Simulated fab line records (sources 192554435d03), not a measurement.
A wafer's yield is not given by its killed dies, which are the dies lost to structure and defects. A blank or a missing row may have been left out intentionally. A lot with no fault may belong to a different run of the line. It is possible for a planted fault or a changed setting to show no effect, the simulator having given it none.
Chamber matching + flow n5_finfet + pecvd-02 running N5_ZERO_LAYER_PECVD_02: 3 sister chambers
The step deposits SiO2 from SiH4/N2O, target thk 10 nm, time 6 s. 14 wafers are shown with their chamber, then 7 later ones without.

## WAFERS, EACH WITH ITS CHAMBER
| wafer  | chamber | showerhead_plenum_p_Torr (Torr) | heater_power_w (W) |
|--------|---------|---------------------------------|--------------------|
| L075.4 | 1       | 7.98                            | 680                |
| L075.5 | 0       | 7.98                            | 728                |
| L075.6 | 2       | 8.06                            | 754                |
| L083.2 | 0       | 7.97                            | 802                |
| L083.5 | 0       | 7.95                            | 788                |
| L083.6 | 1       | 7.96                            | 601                |
| L086.1 | 1       | 7.98                            | 698                |
| L086.3 | 2       | 8.04                            | 742                |
| L086.5 | 0       | 7.98                            | 717                |
| L089.1 | 2       | 8.03                            | 675                |
| L089.4 | 0       | 8.01                            | 842                |
| L089.5 | 1       | 7.97                            | 628                |
| L091.2 | 1       | 8.00                            | 575                |
| L091.3 | 0       | 7.98                            | 719                |

SIGNATURES (averages over the wafers above)
| reading                  | chamber 0 | chamber 1 | chamber 2 | scatter within a chamber |
|--------------------------|-----------|-----------|-----------|--------------------------|
| showerhead_plenum_p_Torr | 7.9783    | 7.9780    | 8.0433    | 0.0171                   |
| heater_power_w           | 766.00    | 636.40    | 723.67    | 50.5                     |
Rule: a wafer's distance from a chamber is the root of the sum, over the readings, of the square of ((its reading less the chamber's mean) divided by the reading's scatter). The wafer belongs to the nearest chamber; if the next one is less than 2 further off, it can't be placed. How the scatter is found: for the shown wafers, subtract from each reading the mean of its chamber, square and add these, divide the total by (wafers less chambers), then take the root.

## WAFERS WITH NO CHAMBER GIVEN
| wafer  | showerhead_plenum_p_Torr (Torr) | heater_power_w (W) |
|--------|---------------------------------|--------------------|
| L091.6 | 7.98                            | 730                |
| L094.1 | 7.96                            | 807                |
| L094.5 | 7.95                            | 809                |
| L094.6 | 7.97                            | 632                |
| L095.2 | 8.04                            | 780                |
| L095.3 | 7.96                            | 690                |
| L095.4 | 8.07                            | 783                |

## CHAMBER TAKEN BY EACH
| wafer  | from the rows above     | in truth |
|--------|-------------------------|----------|
| L091.6 | can't be placed: 0 or 1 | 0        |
| L094.1 | 0                       | 0        |
| L094.5 | can't be placed: 0 or 1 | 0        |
| L094.6 | 1                       | 1        |
| L095.2 | 2                       | 2        |
| L095.3 | can't be placed: 1 or 0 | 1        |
| L095.4 | 2                       | 2        |
Correctly placed: 4 of 7. These rows do not allow placing 3 (true chamber among the candidates in 3). 0 placed wrongly.
